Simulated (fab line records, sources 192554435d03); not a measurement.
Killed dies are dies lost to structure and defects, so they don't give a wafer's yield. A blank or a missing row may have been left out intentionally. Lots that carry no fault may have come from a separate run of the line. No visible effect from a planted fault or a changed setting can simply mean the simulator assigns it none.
What tool caused it? | flow n5-finfet | 30 wafers from 10 lots sampled at 6 of the route's 1938 steps

WHAT THE GAUGES READ, wafer by wafer
N5_ILD0_THK_MEAS_08. Usual: thk-nm at 139.0 nm, with a standard deviation of 1.3.
lot  | measured    | on            | thk-nm (nm)       | flag
L831 | day 5 01:29 | film-metro-01 | 200.9 199.3 197.8 | OFF
L832 | day 5 09:01 | film-metro-02 | 199.4 196.6 196.6 | OFF
L833 | day 5 17:34 | film-metro-02 | 197.4 198.0 197.4 | OFF
L837 | day 6 13:08 | film-metro-02 | 140.0 137.2 137.7 |
L839 | day 6 23:32 | film-metro-01 | 139.4 137.7 138.5 |
L840 | day 7 06:02 | film-metro-02 | 137.4 138.4 137.5 |
L841 | day 7 14:50 | film-metro-02 | 139.5 139.3 139.5 |
L842 | day 7 18:45 | film-metro-01 | 139.3 138.6 138.7 |
L848 | day 9 07:58 | film-metro-02 | 138.9 138.2 137.7 |
L847 | day 9 09:20 | film-metro-02 | 140.7 139.9 137.2 |

N5_BEOL_M4_RC_MEAS_101. Usual: DIBL_N 36.1 mV/V, standard deviation 1.6; DIBL_P 35.7 mV/V, standard deviation 1.8; IOFF_N 0.159 nA/um, standard deviation 0.027; IOFF_P 0.21 nA/um, standard deviation 0.03; ION_N 673 uA/um, standard deviation 10; ION_P 462 uA/um, standard deviation 7.4; SS_N 71.4 mV/dec, standard deviation 0.56; SS_P 73.2 mV/dec, standard deviation 0.61; VT_N 249.7 mV, standard deviation 3; VT_P -250 mV, standard deviation 3.1.
lot  | measured     | on        | DIBL_N (mV/V)  | DIBL_P (mV/V)  | IOFF_N (nA/um)    | IOFF_P (nA/um) | ION_N (uA/um) | ION_P (uA/um) | SS_N (mV/dec)  | SS_P (mV/dec)  | VT_N (mV)         | VT_P (mV)      | flag
L837 | day 10 21:25 | prober-01 | 38.7 37.7 36.6 | 37.3 36.7 34.5 | 0.185 0.170 0.151 | 0.24 0.22 0.19 | 683 676 654   | 466 463 450   | 71.8 71.8 71.3 | 73.4 74.3 73.6 | 248.5 249.2 253.6 | -250 -248 -251 |
L839 | day 11 12:26 | prober-02 | 35.3 33.6 34.6 | 35.3 33.2 35.1 | 0.144 0.117 0.140 | 0.19 0.18 0.19 | 664 641 662   | 458 453 454   | 70.8 71.1 71.1 | 73.9 72.3 74.0 | 253.9 256.6 250.2 | -252 -251 -251 |
L840 | day 11 15:17 | prober-01 | 39.8 38.1 38.0 | 39.4 36.4 36.1 | 0.213 0.185 0.174 | 0.26 0.20 0.19 | 686 687 683   | 463 461 456   | 72.4 71.5 71.9 | 75.0 73.2 73.5 | 248.3 247.3 248.9 | -249 -253 -253 |
L841 | day 11 15:35 | prober-02 | 36.1 35.4 37.2 | 36.2 35.9 38.5 | 0.161 0.151 0.198 | 0.22 0.22 0.26 | 682 681 694   | 473 466 471   | 72.0 71.7 71.3 | 72.8 73.7 72.9 | 248.9 250.4 244.0 | -245 -246 -246 |
L842 | day 12 12:33 | prober-02 | 35.1 38.1 35.5 | 36.0 38.5 36.5 | 0.152 0.243 0.172 | 0.20 0.25 0.20 | 684 688 685   | 468 466 461   | 71.3 72.3 72.0 | 72.8 73.2 72.8 | 249.8 242.1 246.1 | -252 -249 -249 |
L848 | day 14 16:55 | prober-02 | 34.9 40.0 37.2 | 33.0 39.2 35.1 | 0.124 0.210 0.147 | 0.19 0.30 0.23 | 667 684 675   | 465 473 478   | 70.6 71.4 70.6 | 72.9 75.1 73.6 | 250.1 246.3 249.8 | -249 -246 -248 |
L847 | day 15 05:43 | prober-01 | 35.2 34.7 36.7 | 34.8 33.7 36.9 | 0.156 0.139 0.201 | 0.22 0.20 0.26 | 662 670 694   | 460 468 482   | 71.1 70.9 71.0 | 73.1 72.1 73.1 | 247.2 251.6 243.3 | -244 -245 -242 |

WHAT TOOL EACH LOT RAN ON (gives the tool, then ch and the chambers of the sampled wafers, and finally the start)
lot  | N5_SD_EPI_P_STRIP_40                | N5_ILD0_LINER_00                 | N5_ILD0_CMP_07               | N5_ILD0_ALD_15
L831 | plasma-asher-02 ch 0,1, day 4 18:47 | ald-sin-02 ch 0,1,3, day 4 22:29 | cmp-03 ch 1,2,3, day 5 01:11 | ald-sin-04 ch 0,2,3, day 5 02:12
L832 | plasma-asher-02 ch 0,1, day 5 02:17 | ald-sin-04 ch 0,2, day 5 06:01   | cmp-03 ch 1,2,3, day 5 08:45 | ald-sin-01 ch 1,3, day 5 09:44
L833 | plasma-asher-01 ch 0,1, day 5 10:32 | ald-sin-01 ch 0,2, day 5 14:35   | cmp-01 ch 0,1, day 5 17:16   | ald-sin-02 ch 0,1,3, day 5 18:19
L837 | plasma-asher-01 ch 0,1, day 6 06:01 | ald-sin-02 ch 0,1,3, day 6 10:08 | cmp-03 ch 0,2,3, day 6 12:50 | ald-sin-04 ch 1,2,3, day 6 13:51
L839 | plasma-asher-02 ch 0,1, day 6 15:55 | ald-sin-02 ch 2,3, day 6 20:33   | cmp-02 ch 0,1,2, day 6 23:19 | ald-sin-01 ch 2,3, day 7 00:47
L840 | plasma-asher-01 ch 0,1, day 6 23:22 | ald-sin-04 ch 0,1, day 7 03:02   | cmp-01 ch 1,3, day 7 05:44   | ald-sin-04 ch 1,2,3, day 7 07:01
L841 | plasma-asher-02 ch 0,1, day 7 08:04 | ald-sin-01 ch 0,1, day 7 11:51   | cmp-02 ch 0,2,3, day 7 14:37 | ald-sin-04 ch 0,3, day 7 15:33
L842 | plasma-asher-02 ch 0,1, day 7 11:16 | ald-sin-02 ch 0,1,3, day 7 15:46 | cmp-01 ch 0,1,3, day 7 18:28 | ald-sin-02 ch 1,2,3, day 7 19:29
L848 | plasma-asher-01 ch 0,1, day 9 01:06 | ald-sin-04 ch 0,1,2, day 9 04:47 | cmp-03 ch 0,1,3, day 9 07:43 | ald-sin-02 ch 0,1,2, day 9 09:20
L847 | plasma-asher-02 ch 0,1, day 9 02:29 | ald-sin-02 ch 0,1,3, day 9 06:20 | cmp-03 ch 0,2,3, day 9 09:03 | ald-sin-04 ch 0,2,3, day 9 10:11
- N5_SD_EPI_P_STRIP_40: strips in N2/H2.
- N5_ILD0_LINER_00: material SiNx, target thk 4 nm, pulse time 1 s, purge time 2 s.
- N5_ILD0_CMP_07: polishes SiO2 flowable, stops on poly-Si, t overpolish 1.18 s, target thk 138.88 nm.
- N5_ILD0_ALD_15: deposits SiNx, target thk 24 nm, pulse time 1 s, ald cycles 480.

WHAT THE TOOLS THEMSELVES READ (means of the sampled wafers that have a number; where no wafer has one, the mark that the record gives instead)
N5_SD_EPI_P_STRIP_40. Usual: drypump-motor-current-A 5.74 A, standard deviation 0.14; heater-power-w 358 W, standard deviation 18; n2-flow-sccm 1751 sccm, standard deviation 5.2; oes-product-au 0.762 a.u., standard deviation 0.012; temp-c 250.00 C, standard deviation 0.19.
lot  | tool            | drypump-motor-current-A (A) | heater-power-w (W) | n2-flow-sccm (sccm) | oes-product-au (a.u.) | temp-c (C) | flag
L831 | plasma-asher-02 | 5.74                        | 361                | 1746                | 0.743                 | 249.87     |
L832 | plasma-asher-02 | 5.67                        | 359                | 1752                | 0.765                 | 250.01     |
L833 | plasma-asher-01 | 5.82                        | 366                | 1750                | 0.762                 | 250.04     |
L837 | plasma-asher-01 | 5.72                        | 353                | 1752                | 0.749                 | 250.04     |
L839 | plasma-asher-02 | 5.76                        | 354                | 1753                | 0.774                 | 249.95     |
L840 | plasma-asher-01 | 5.84                        | 373                | 1746                | 0.759                 | 249.95     |
L841 | plasma-asher-02 | 5.75                        | 353                | 1757                | 0.768                 | 249.79     |
L842 | plasma-asher-02 | 5.67                        | 359                | 1749                | 0.765                 | 250.11     |
L848 | plasma-asher-01 | 5.85                        | 367                | 1755                | 0.759                 | 250.15     |
L847 | plasma-asher-02 | 5.74                        | 358                | 1753                | 0.769                 | 249.94     |

N5_ILD0_LINER_00. Usual: heater-power-w 830 W, standard deviation 73; precursor-pulse-height-rel 0.998, standard deviation 0.021.
lot  | tool       | heater-power-w (W) | precursor-pulse-height-rel | flag
L831 | ald-sin-02 | 793                | 0.990                      |
L832 | ald-sin-04 | 898                | 1.000                      |
L833 | ald-sin-01 | 770                | 0.978                      |
L837 | ald-sin-02 | 796                | 0.992                      |
L839 | ald-sin-02 | 850                | 0.993                      |
L840 | ald-sin-04 | 894                | 0.999                      |
L841 | ald-sin-01 | 859                | 1.009                      |
L842 | ald-sin-02 | 803                | 0.996                      |
L848 | ald-sin-04 | 872                | 1.006                      |
L847 | ald-sin-02 | 814                | 1.005                      |

N5_ILD0_CMP_07. Usual: edge-zone-pressure-frac 1.000, standard deviation 0.0051; head-pressure-psi 4.149 psi, standard deviation 0.0079; motor-current-A 12.3 A, standard deviation 1.6.
lot  | tool   | edge-zone-pressure-frac | head-pressure-psi (psi) | motor-current-A (A) | flag
L831 | cmp-03 | -                       | -                       | -                   | OFF
L832 | cmp-03 | -                       | -                       | -                   | OFF
L833 | cmp-01 | -                       | -                       | -                   | OFF
L837 | cmp-03 | 1.004                   | 4.145                   | 11.8                |
L839 | cmp-02 | 0.999                   | 4.150                   | 13.5                |
L840 | cmp-01 | 1.000                   | 4.136                   | 11.2                |
L841 | cmp-02 | 0.997                   | 4.147                   | 12.7                |
L842 | cmp-01 | 1.000                   | 4.148                   | 11.7                |
L848 | cmp-03 | 1.004                   | 4.159                   | 11.8                |
L847 | cmp-03 | 0.997                   | 4.148                   | 12.1                |

N5_ILD0_ALD_15. Usual: heater-power-w 856 W, standard deviation 77; precursor-pulse-height-rel 1.001, standard deviation 0.019.
lot  | tool       | heater-power-w (W) | precursor-pulse-height-rel | flag
L831 | ald-sin-04 | 882                | 1.021                      |
L832 | ald-sin-01 | 862                | 1.030                      |
L833 | ald-sin-02 | 802                | 1.014                      |
L837 | ald-sin-04 | 875                | 0.991                      |
L839 | ald-sin-01 | 755                | 1.006                      |
L840 | ald-sin-04 | 870                | 1.008                      |
L841 | ald-sin-04 | 901                | 0.997                      |
L842 | ald-sin-02 | 874                | 0.986                      |
L848 | ald-sin-02 | 904                | 1.004                      |
L847 | ald-sin-04 | 886                | 0.998                      |

THE ANSWER, worked out from the rows above alone
Rule: a lot is off if the mean of its wafers that have a number lies more than 3 standard deviations from the usual mean. Also off: a lot with no number at a reading for which 4 or more lots have one. The other lots that the step has rows for count as sound. Order of review: gauges by route order, followed by the tools' own readings, for which a lot's mean as printed above is used. At the first step where some lot is off, the reading lying furthest off is the one used; lots without a number count as furthest.
Off: L831, L832, L833 (N5_ILD0_THK_MEAS_08, thk-nm).
If a tool, at a process step before that reading, ran all the lots that are off and no sound lot after the first of them, it fits. Not tried: the gauges at N5_ILD0_THK_MEAS_08; whatever is off there is also off at N5_ILD0_CMP_07, on other tools, and gauge error can't account for it. Not one of the candidates tried fits.

WHAT THE SIMULATOR HAD PUT IN
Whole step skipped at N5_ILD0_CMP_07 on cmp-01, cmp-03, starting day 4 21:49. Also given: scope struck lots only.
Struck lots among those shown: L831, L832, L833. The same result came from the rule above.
